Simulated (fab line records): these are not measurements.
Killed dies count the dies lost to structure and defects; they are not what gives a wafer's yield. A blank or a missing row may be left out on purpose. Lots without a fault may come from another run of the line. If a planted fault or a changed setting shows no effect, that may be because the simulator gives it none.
Matching of chambers	flow n5-finfet	N5_BEOL_M5_DESCUM_16 on rie-diel-01 has 4 sister chambers
The step chemistry O2, time 7 s. 4 wafers are shown with their chamber, then 12 later ones without.

WAFERS PAIRED WITH THEIR CHAMBERS
wafer	chamber	showerhead-plenum-p-Torr (Torr)
L084.2	0	2.09
L084.3	3	2.00
L088.2	2	2.17
L088.5	1	1.97

WAFERS MISSING THEIR CHAMBER
wafer	showerhead-plenum-p-Torr (Torr)
L090.1	1.97
L090.2	1.99
L090.3	2.09
L091.1	1.99
L091.3	2.08
L091.6	1.96
L094.1	2.17
L094.2	1.96
L094.5	1.99
L095.1	2.08
L095.2	2.17
L095.5	1.96

WHICH CHAMBER EACH ONE RAN IN
wafer	from the rows above	in truth
L090.1	1	1
L090.2	can't be placed: 3 or 1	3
L090.3	0	0
L091.1	can't be placed: 3 or 1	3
L091.3	0	0
L091.6	1	1
L094.1	2	2
L094.2	1	1
L094.5	can't be placed: 3 or 1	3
L095.1	0	0
L095.2	2	2
L095.5	1	1
9 of 12 placed correctly. Unplaceable from these rows: 3, with the true chamber sitting among the candidates in 3. Wrongly placed: 0.
How it was worked out, from the rows above alone: a wafer's distance from a chamber is the root of the sum, over the readings, of the square of ((its reading less the chamber's mean) divided by the reading's scatter). The wafer belongs to the nearest chamber; if the next one is less than 2 further off, it can't be placed. The mean given for a chamber averages the wafers shown for that chamber. The scatter: root of mean squared gap, hidden wafer to nearest shown wafer, with one shown wafer a chamber.
